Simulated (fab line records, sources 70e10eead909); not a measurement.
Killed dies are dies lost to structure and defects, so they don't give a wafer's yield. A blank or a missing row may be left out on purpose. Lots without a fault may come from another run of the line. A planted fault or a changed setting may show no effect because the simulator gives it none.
fab line records | flow nand_harc
record lots=6 wafers=16 last_day=32
route steps=1302 shown A_BONDPAD@1211 END@1302
lots that met no fault: from a run of the same line without faults
start_h: hours from the record's first day to the start of the lot's first wafer shown | wait_h: hours since the lot's step before | " the same as in the row above | L1.1+2: a row that stands for several wafers | - no value, or no start given | * or withheld: withheld | < > ~ a bound
route shown NAME@n: a module of which the file shows steps, and the number in the route of the first | usual: mean/standard deviation of fault-free wafers | same: alike in all rows | chamber/n: place in a boat | sites: the reading at each site | _std_site: their standard deviation | _edge_site: outer sites' mean less inner sites' | radius_mm: how far each site lies from the wafer's centre | mask NAME#n: copy n | behind: the tool/chamber that last shaped the wafer | hold: why the lot was held/for how many hours/how that ended | device: the transistor (n, p or np) that didn't switch | end of line: the same wafers' tests at the end of the route | a step without rows: its recipe alone | killed: dies lost to structure and defects at the first sort, not the wafer's yield | map: a wafer's dies, x killed, . not, _ none there
set.NAME: the setting as run; set.NAME@STEP: as run at that earlier step | model.NAME: the simulator's own value behind a step, which no gauge read
lots at some steps of the route; a table a step, a row a wafer
services: from which hour (start_h, from the record's first day; less than 0 if before it) a tool's chamber was out of use, for how many hours, and why
## steps
# step NHARC_A_BONDPAD_EBR_05
# step NHARC_A_BONDPAD_EXPOSE_06
# recipe na=0.55 dose_mj=36.99 mask_id=A_BPAD
# step NHARC_A_BONDPAD_PEB_07
# recipe peb_temp_c=128 peb_time_s=80
# step NHARC_A_BONDPAD_DEVELOP_08
# recipe time_s=50 dev_temp_c=22
# step NHARC_A_BONDPAD_CD_MEAS_09
# recipe target_cd_nm=500 landing_energy_ev=500
# usual cd_nm=499.6/2.1
# columns lot.wafer tool chamber start_h wait_h cd_nm
L791.1 cd_sem-01 0 552.02 - 499.7
L791.3 " 0 " " 499.8
L791.6 " 0 " " 498.8
L799.1 cd_sem-02 0 627.98 - 500.3
L799.4 " 0 " " 503.1
L799.5 " 0 " " 499.2
L808.3 cd_sem-03 0 710.59 - 497.0
L808.4 " 0 " " 498.5
L809.3 cd_sem-01 0 717.77 - 497.2
L809.4 " 0 " " 495.9
L810.3 cd_sem-03 0 725.60 - 501.4
L810.4 " 0 " " 500.7
L810.6 " 0 " " 499.3
L811.1 cd_sem-03 0 740.45 - 498.9
L811.3 " 0 " " 498.7
L811.6 " 0 " " 498.5
# step NHARC_A_BONDPAD_OVL_MEAS_35
# usual overlay_x_nm=0/6.3 overlay_y_nm=0/6.2
# columns lot.wafer tool chamber start_h wait_h overlay_x_nm overlay_y_nm
L791.1 overlay-02 - 552.11 - 3 -4
L791.3 " - " " 3 -5
L791.6 " - " " 3 -5
L799.1 overlay-01 - 628.07 - 3 -4
L799.4 " - " " 3 -4
L799.5 " - " " 3 -4
L808.3 overlay-01 - 710.67 - 13 11
L808.4 " - " " 13 11
L809.3 overlay-01 - 717.86 - 8 -10
L809.4 " - " " 9 -10
L810.3 overlay-01 - 725.69 - 1 -12
L810.4 " - " " 0 -11
L810.6 " - " " 0 -12
L811.1 overlay-02 - 740.54 - -1 3
L811.3 " - " " -1 3
L811.6 " - " " -1 3
# step NHARC_A_BONDPAD_HARDBAKE_10
# recipe temp_c=118 time_s=65
# step NHARC_A_BONDPAD_DESCUM_11
# recipe time_s=3 o2_flow_sccm=200 ar_flow_sccm=0 bias_power_w=0 chemistry=O2
# usual drypump_motor_current_A=6.0/0.37 o2_flow_sccm=200.1/0.77 oes_product_au=1.000/0.0091 rf_vpp_V=57.9/0.84 showerhead_plenum_p_Torr=1.90/0.048 throttle_valve_pct=11.314/0.009
# columns lot.wafer tool chamber start_h wait_h drypump_motor_current_A o2_flow_sccm oes_product_au rf_hours_counter_h rf_vpp_V showerhead_plenum_p_Torr throttle_valve_pct
L791.3 rie_diel-09 0 552.24 - 5.9 200.6 1.005 1 58.4 1.95 11.316
L791.1 " 2 " " 6.6 199.7 1.006 1 58.1 1.87 11.313
L791.6 " 0 " " 5.9 200.7 1.004 - 58.2 1.95 11.297
L799.4 rie_diel-04 1 628.19 - 5.6 200.8 0.998 16 58.0 1.83 11.314
L799.1 " 0 " " 5.1 199.6 1.002 18 57.0 1.84 11.316
L799.5 " 2 " " 5.7 200.0 0.987 - 58.2 2.00 11.322
L808.3 rie_diel-09 2 710.81 - 6.6 199.9 1.008 0 59.0 1.87 11.311
L808.4 " 3 " " 6.0 200.2 0.999 0 56.9 1.88 11.309
L809.4 rie_diel-06 0 717.98 - 5.3 199.3 0.997 14 57.5 1.81 11.322
L809.3 " 2 " " 6.3 199.5 0.990 15 57.0 1.89 11.316
L810.4 rie_diel-09 2 725.81 - 6.6 200.0 1.009 1 58.1 1.87 11.302
L810.3 " 0 " " 5.9 200.8 0.986 1 58.2 1.95 11.305
L810.6 " 2 " " 6.6 199.9 1.011 - 58.3 1.87 11.304
L811.1 rie_diel-09 2 740.67 - 6.6 199.1 1.013 2 58.0 1.87 11.327
L811.3 " 0 " " 5.9 200.9 0.980 2 57.8 1.95 11.328
L811.6 " 2 " " 6.6 199.9 1.000 - 57.7 1.87 11.307
# step NHARC_A_BONDPAD_ETCH_34
# recipe target_depth_a=600 overetch_a=180 time_s=65.91 ion_energy_ev=200 n2_flow_sccm=150 h2_flow_sccm=150 ar_flow_sccm=0 rf_w=400 bias_w=150 chemistry=N2/H2
# usual drypump_motor_current_A=6.0/0.37 oes_product_au=1.001/0.0088 rf_vpp_V=430.2/1.6 showerhead_plenum_p_Torr=2.02/0.051 throttle_valve_pct=14.171/0.0077
# columns lot.wafer tool chamber start_h wait_h drypump_motor_current_A oes_product_au rf_hours_counter_h rf_vpp_V showerhead_plenum_p_Torr throttle_valve_pct
L791.1 rie_diel-09 2 552.31 0.1 6.6 0.999 1 429.3 1.99 14.161
L791.3 " 1 " " 5.9 0.992 1 430.3 2.02 14.171
L791.6 " 2 " " 6.6 1.004 - 429.3 1.99 14.178
L799.4 rie_diel-04 0 628.29 0.1 5.1 1.007 18 428.3 1.96 14.175
L799.1 " 1 " " 5.6 1.002 16 428.2 1.94 14.166
L799.5 " 3 " " 5.8 1.000 - 428.7 1.99 14.186
L808.3 rie_diel-09 1 710.88 0.1 5.9 1.018 0 430.3 2.02 14.169
L808.4 " 3 " " 6.1 1.008 0 430.7 2.01 14.164
L809.4 rie_diel-06 0 718.06 0.1 5.3 1.004 14 426.5 1.92 14.171
L809.3 " 2 " " 6.2 1.003 15 430.1 2.02 14.167
L810.3 rie_diel-09 2 725.89 0.1 6.6 1.017 1 429.5 1.99 14.174
L810.4 " 1 " " 6.0 1.005 2 430.8 2.02 14.167
L810.6 " 3 " " 6.0 1.001 - 427.8 2.01 14.171
L811.1 rie_diel-09 1 740.74 0.1 5.9 1.011 2 429.6 2.02 14.177
L811.3 " 2 " " 6.6 1.009 2 430.4 1.99 14.186
L811.6 " 1 " " 5.9 1.017 - 430.3 2.02 14.176
# step NHARC_A_BONDPAD_ETCH_12
# recipe target_depth_a=2200 time_s=110 chf3_flow_sccm=50 o2_flow_sccm=10 ar_flow_sccm=200 rf_w=500 bias_w=200 chemistry=CHF3/O2
# usual drypump_motor_current_A=6.0/0.38 o2_flow_sccm=10.00/0.032 oes_product_au=0.951/0.023 rf_vpp_V=370.3/1.4 showerhead_plenum_p_Torr=2.38/0.054 throttle_valve_pct=20.573/0.0085
# columns lot.wafer tool chamber start_h wait_h drypump_motor_current_A o2_flow_sccm oes_product_au rf_hours_counter_h rf_vpp_V showerhead_plenum_p_Torr throttle_valve_pct
L791.3 rie_diel-09 1 - - 6.0 10.01 0.967 1 369.4 2.38 20.578
L791.1 " 2 " " 6.6 10.02 0.989 1 369.5 2.35 20.567
L791.6 " 2 " " 6.6 10.03 0.978 - 369.4 2.35 20.577
L799.4 rie_diel-04 2 - - 5.7 10.02 0.907 12 371.9 2.51 20.572
L799.1 " 0 " " 5.1 10.00 0.922 18 367.7 2.32 20.575
L799.5 " 2 " " 5.7 10.08 0.915 - 372.6 2.51 20.579
L808.4 rie_diel-09 1 - - 6.0 10.01 0.951 0 371.0 2.38 20.566
L808.3 " 2 " " 6.6 10.04 0.950 0 369.2 2.35 20.569
L809.4 rie_diel-06 0 - - 5.3 10.00 0.932 14 367.6 2.27 20.571
L809.3 " 1 " " 5.6 10.00 0.928 16 373.3 2.57 20.564
L810.3 rie_diel-09 3 - - 6.0 10.02 0.951 1 371.4 2.37 20.569
L810.4 " 2 " " 6.6 10.00 0.979 1 370.4 2.35 20.560
L810.6 " 3 " " 6.1 9.96 0.963 - 371.0 2.37 20.567
L811.1 rie_diel-09 1 - - 6.0 9.99 0.965 2 370.7 2.38 20.577
L811.3 " 0 " " 5.9 10.05 0.968 2 373.7 2.44 20.569
L811.6 " 2 " " 6.6 10.02 0.961 - 369.5 2.35 20.568
# step NHARC_A_BONDPAD_CD_MEAS_13
# usual cd_nm=499.3/2.2
# columns lot.wafer tool chamber start_h wait_h cd_nm
L791.1 cd_sem-01 - 552.54 - 500.1
L791.3 " - " " 499.0
L791.6 " - " " 498.7
L799.1 cd_sem-02 - 628.52 - 499.9
L799.4 " - " " 502.2
L799.5 " - " " 498.6
L808.3 cd_sem-02 - 711.11 - 496.5
L808.4 " - " " 497.9
L809.3 cd_sem-01 - 718.30 - 497.8
L809.4 " - " " 495.5
L810.3 cd_sem-03 - 726.13 - 500.5
L810.4 " - " " 501.7
L810.6 " - " " 499.9
L811.1 cd_sem-01 - 740.98 - 498.5
L811.3 " - " " 498.0
L811.6 " - " " 498.4
# step NHARC_A_BONDPAD_STRIP_15
# recipe o2_flow_sccm=500 ar_flow_sccm=0 bias_w=0 chemistry=O2
# usual drypump_motor_current_A=5.9/0.41 o2_flow_sccm=500.1/1.5 oes_product_au=1.000/0.01 rf_vpp_V=57.7/0.97 showerhead_plenum_p_Torr=3.51/0.11 throttle_valve_pct=17.035/0.0098
# columns lot.wafer tool chamber start_h wait_h drypump_motor_current_A o2_flow_sccm oes_product_au rf_hours_counter_h rf_vpp_V showerhead_plenum_p_Torr throttle_valve_pct
L791.3 rie_diel-09 2 552.62 0.1 6.6 498.6 1.005 1 58.1 3.45 17.042
L791.1 " 3 " " 6.0 496.1 1.003 1 57.5 3.48 17.022
L791.6 " 2 " " 6.6 499.6 1.013 - 59.6 3.45 17.039
L799.4 rie_diel-06 3 628.61 0.1 5.3 498.5 0.983 51 58.4 3.48 17.053
L799.1 " 1 " " 5.6 501.0 0.991 49 58.4 3.78 17.038
L799.5 " 2 " " 6.2 500.4 0.999 - 56.6 3.51 17.055
L808.4 rie_diel-09 0 711.21 0.1 5.9 501.7 0.995 0 58.8 3.59 17.039
L808.3 " 1 " " 5.9 499.2 1.010 1 59.1 3.50 17.035
L809.3 rie_diel-09 2 718.38 0.1 6.6 502.3 1.006 1 58.2 3.45 17.027
L809.4 " 0 " " 5.9 501.7 0.997 1 58.4 3.59 17.042
L810.4 rie_diel-04 1 726.20 0.1 5.6 500.1 0.983 1 57.2 3.37 17.050
L810.3 " 2 " " 5.7 501.5 1.001 1 58.8 3.68 17.040
L810.6 " 1 " " 5.6 499.6 0.962 - 55.4 3.37 17.028
L811.1 rie_diel-04 0 741.08 0.1 5.1 501.0 1.012 6 58.1 3.40 17.019
L811.3 " 2 " " 5.7 500.2 0.994 - 57.5 3.67 17.055
L811.6 " 2 " " 5.7 500.1 1.005 - 57.1 3.67 17.044
# step NHARC_A_BONDPAD_ETCH_24
# recipe target_depth_a=300 over_etch_frac=0.3 time_s=72.99 ion_energy_ev=150 cf4_flow_sccm=50 n2_flow_sccm=100 ar_flow_sccm=150 rf_w=300 bias_w=100 chemistry=CF4/N2
# usual drypump_motor_current_A=5.8/0.41 oes_product_au=1.000/0.0098 over_etch_frac=0.3/0 rf_vpp_V=313.9/1.6 showerhead_plenum_p_Torr=2.61/0.082 throttle_valve_pct=19.794/0.0092
# columns lot.wafer tool chamber start_h wait_h drypump_motor_current_A oes_product_au over_etch_frac rf_hours_counter_h rf_vpp_V showerhead_plenum_p_Torr throttle_valve_pct
L791.1 rie_diel-09 2 552.77 - 6.6 1.014 0.3 1 312.9 2.57 19.790
L791.3 " 1 " " 6.0 0.999 0.3 1 313.2 2.61 19.786
L791.6 " 3 " " 6.0 0.998 0.3 - 313.6 2.59 19.803
L799.1 rie_diel-06 3 628.75 - 5.3 1.003 0.3 51 314.1 2.59 19.776
L799.5 " 1 " " 5.6 0.994 0.3 - 317.9 2.82 19.807
L799.4 " 0 " " 5.2 1.022 0.3 - 312.0 2.50 19.795
L808.4 rie_diel-09 0 711.33 - 5.9 0.990 0.3 1 315.0 2.67 19.797
L808.3 " 1 " " 5.9 1.012 0.20332 1 313.9 2.61 19.788
L809.4 rie_diel-09 2 718.52 - 6.6 1.017 0.3 1 313.9 2.57 19.795
L809.3 " 3 " " 6.0 0.995 0.20332 1 314.0 2.59 19.792
L810.4 rie_diel-04 1 726.35 - 5.6 0.979 0.3 1 311.2 2.51 19.784
L810.3 " 2 " " 5.7 1.009 0.3 1 316.3 2.74 19.801
L810.6 " 2 " " 5.7 0.996 0.3 - 315.6 2.74 19.781
L811.1 rie_diel-04 2 741.31 0.2 5.7 1.003 0.3 7 314.6 2.74 19.788
L811.3 " 2 " " 5.7 1.000 0.3 - 315.3 2.74 19.806
L811.6 " 0 " " 5.1 1.011 0.3 - 313.1 2.53 19.787
# step NHARC_A_BONDPAD_STRIP_16
# recipe time_s=600 temp_c=30 chemistry=post_etch_residue_remover
# step NHARC_END_SORT_01
# recipe temp_c=25
# usual defect_limited_yield=91.1/2.9 killed_at_array=55/19 killed_at_other=0.8/1.1 killed_at_periphery=4.0/2.6 killed_dies=60/20 killed_open=3.4/1.7 killed_short=2.6/1.5
# same gross_dies=677
# columns lot.wafer tool chamber start_h wait_h defect_limited_yield[%] killed_at_array killed_at_other killed_at_periphery killed_dies killed_open killed_short
L791.1 prober-02 0 589.69 2.5 92.5 48 0 3 51 2 1
L791.3 prober-02 0 591.30 3.1 92.3 50 0 2 52 1 6
L791.6 prober-02 0 593.73 4.0 93.1 45 0 2 47 2 3
L799.1 prober-02 0 658.18 2.5 88.3 74 2 3 79 4 2
L799.4 prober-02 0 660.58 3.4 88.5 72 1 5 78 2 4
L799.5 prober-02 0 661.38 3.7 87.4 79 2 4 85 2 3
L809.3 prober-01 0 752.80 3.1 92.6 47 1 2 50 4 4
L809.4 prober-01 0 753.59 3.4 91.4 57 1 0 58 1 4
L810.3 prober-01 0 763.80 3.1 95.1 28 0 5 33 4 0
L810.4 prober-01 0 764.60 3.4 94.4 32 0 6 38 6 2
L810.6 prober-01 0 766.18 4.0 95.0 30 0 4 34 2 2
L811.1 prober-01 0 773.22 2.5 91.1 51 0 9 60 4 3
L811.3 prober-01 0 774.81 3.1 90.0 57 2 9 68 4 3
L811.6 prober-01 0 777.20 4.0 91.9 43 4 8 55 3 2
# killed by level:class
L791.1 A_CHANNEL_HOLE_D2:chamber_film_flake=38 A_ZERO_WELL:chamber_film_flake=3 A_CONTACT:chamber_film_flake=3 P_M0:geometric_particle:open=2 A_CHANNEL_FILL_D2:geometric_particle:short=1 P_GATE:chamber_film_flake=1 A_CHANNEL_HOLE_D1:chamber_film_flake=1 A_CHANNEL_FILL_D1:chamber_film_flake=1
L791.3 A_CHANNEL_HOLE_D2:chamber_film_flake=33 A_SGD_CUT:chamber_film_flake=5 A_ONON_D2:geometric_particle:short=4 A_CONTACT:chamber_film_flake=3 P_CONTACT:geometric_particle:open=1 A_DECK1_JOINT:geometric_particle:short=1 A_WL_FILL:geometric_particle:short=1 P_STI:chamber_film_flake=1
L791.6 A_CHANNEL_HOLE_D2:chamber_film_flake=31 A_CONTACT:chamber_film_flake=5 A_DECK1_JOINT:chamber_film_flake=2 P_STI:geometric_particle:open=1 A_CHANNEL_FILL_D2:geometric_particle:short=1 A_WL_FILL:geometric_particle:short=1 A_CONTACT:geometric_particle:open=1 A_M1:geometric_particle:short=1
L799.1 A_CHANNEL_HOLE_D1:chamber_film_flake=35 A_SLIT:chamber_film_flake=26 P_ZERO_WELL:chamber_film_flake=3 A_CHANNEL_HOLE_D2:chamber_film_flake=3 A_CHANNEL_FILL_D2:geometric_particle:short=2 A_M0:geometric_particle:open=2 A_CHANNEL_FILL_D1:chamber_film_flake=2 THIN_TSV:chamber_film_flake=2
L799.4 A_SLIT:chamber_film_flake=32 A_CHANNEL_HOLE_D1:chamber_film_flake=24 A_CHANNEL_HOLE_D2:chamber_film_flake=8 A_CONTACT:chamber_film_flake=4 P_STI:geometric_particle:short=1 P_GATE:geometric_particle:short=1 P_CONTACT:geometric_particle:open=1 A_DECK1_JOINT:geometric_particle:short=1
L799.5 A_SLIT:chamber_film_flake=31 A_CHANNEL_HOLE_D1:chamber_film_flake=29 A_CHANNEL_HOLE_D2:chamber_film_flake=10 P_BONDPAD:chamber_film_flake=2 A_STAIRCASE:chamber_film_flake=2 A_CONTACT:chamber_film_flake=2 THIN_TSV:chamber_film_flake=2 P_CONTACT:geometric_particle:open=1
L809.3 A_SLIT:chamber_film_flake=18 A_CHANNEL_HOLE_D1:chamber_film_flake=6 A_CHANNEL_HOLE_D2:chamber_film_flake=6 A_CONTACT:chamber_film_flake=5 A_CHANNEL_FILL_D2:geometric_particle:open=2 P_CONTACT:chamber_film_flake=2 A_STAIRCASE:chamber_film_flake=2 A_SGD_CUT:chamber_film_flake=2
L809.4 A_SLIT:chamber_film_flake=20 A_CHANNEL_HOLE_D2:chamber_film_flake=14 A_CHANNEL_HOLE_D1:chamber_film_flake=5 A_CONTACT:chamber_film_flake=5 A_SGD_CUT:chamber_film_flake=4 A_STAIRCASE:chamber_film_flake=3 A_CHANNEL_FILL_D2:geometric_particle:short=2 A_ONON_D1:geometric_particle:short=1
L810.3 A_CHANNEL_HOLE_D1:chamber_film_flake=9 A_CONTACT:chamber_film_flake=5 P_M0:chamber_film_flake=3 A_STAIRCASE:chamber_film_flake=3 A_ZERO_WELL:chamber_film_flake=2 A_CHANNEL_HOLE_D2:chamber_film_flake=2 A_CHANNEL_FILL_D2:chamber_film_flake=2 A_SLIT:chamber_film_flake=2
L810.4 A_CHANNEL_HOLE_D1:chamber_film_flake=10 A_SLIT:chamber_film_flake=6 A_STAIRCASE:chamber_film_flake=3 A_CONTACT:chamber_film_flake=3 A_ONON_D2:geometric_particle:open=2 P_M0:chamber_film_flake=2 P_STI:geometric_particle:open=1 P_M0:geometric_particle:open=1
L810.6 A_CHANNEL_HOLE_D1:chamber_film_flake=14 A_SLIT:chamber_film_flake=5 P_M0:chamber_film_flake=3 A_CHANNEL_FILL_D2:chamber_film_flake=3 A_SGD_CUT:geometric_particle:short=2 A_STAIRCASE:chamber_film_flake=2 P_CONTACT:geometric_particle:open=1 A_ONON_D1:geometric_particle:open=1
L811.1 A_SLIT:chamber_film_flake=30 A_CONTACT:chamber_film_flake=7 P_STI:chamber_film_flake=6 P_M0:geometric_particle:open=2 A_ZERO_WELL:chamber_film_flake=2 A_CHANNEL_HOLE_D1:unspecified=2 A_WL_FILL:chamber_film_flake=2 A_CHANNEL_HOLE_D1:geometric_particle:short=1
L811.3 A_SLIT:chamber_film_flake=35 A_CONTACT:chamber_film_flake=12 P_STI:chamber_film_flake=5 P_GATE:chamber_film_flake=2 THIN_TSV:chamber_film_flake=2 P_GATE:geometric_particle:open=1 P_M0:geometric_particle:open=1 A_CHANNEL_HOLE_D1:geometric_particle:short=1
L811.6 A_SLIT:chamber_film_flake=31 P_STI:chamber_film_flake=6 A_CONTACT:chamber_film_flake=4 THIN_TSV:chamber_film_flake=3 P_GATE:chamber_film_flake=2 A_CHANNEL_FILL_D1:geometric_particle:open=1 A_ONON_D2:geometric_particle:short=1 A_ONON_D2:geometric_particle:open=1
## services
# columns tool chamber start_h hours kind
rie_diel-09 0 530.60 - clean
rie_diel-09 1 530.60 - clean
rie_diel-09 2 530.60 - clean
rie_diel-09 3 530.60 - clean
rie_diel-04 - 531.96 9.0 pm
rie_diel-09 - 536.53 0.7 repair
rie_diel-04 2 553.89 3.6 repair
rie_diel-09 0 555.10 - clean
rie_diel-09 1 555.10 - clean
rie_diel-09 2 555.10 - clean
rie_diel-09 3 555.10 - clean
rie_diel-04 2 557.75 13.7 repair
rie_diel-09 3 565.25 4.1 repair
rie_diel-04 1 565.42 2.6 repair
rie_diel-09 0 579.60 - clean
rie_diel-06 - 588.48 2.4 repair
rie_diel-04 1 591.59 3.2 repair
rie_diel-09 - 609.91 2.6 repair
rie_diel-06 1 641.37 7.3 repair
rie_diel-06 - 661.70 9.0 pm
rie_diel-09 - 674.10 9.0 pm
rie_diel-04 - 708.96 9.0 pm
rie_diel-04 1 733.64 12.1 repair
rie_diel-04 3 740.89 2.5 repair
## key
first_sign step=NHARC_A_BONDPAD_ETCH_24 reading=over_etch_frac direction=down sigmas=99+ usual=0.3 struck=0.20332
effect none on later readings
met_at NHARC_A_BONDPAD_ETCH_24
struck_wafers L808.3,L809.3
onset_between 552.77 711.33
fault kind=process_parameter_drift tool=rie_diel-09 chamber=- onset_h=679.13 steps=NHARC_A_BONDPAD_ETCH_24 channel=over_etch_frac offset=-0.096685 shape=step end_h=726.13 scope=struck_wafers_only acts_in=these_recipes_only stated=0.3
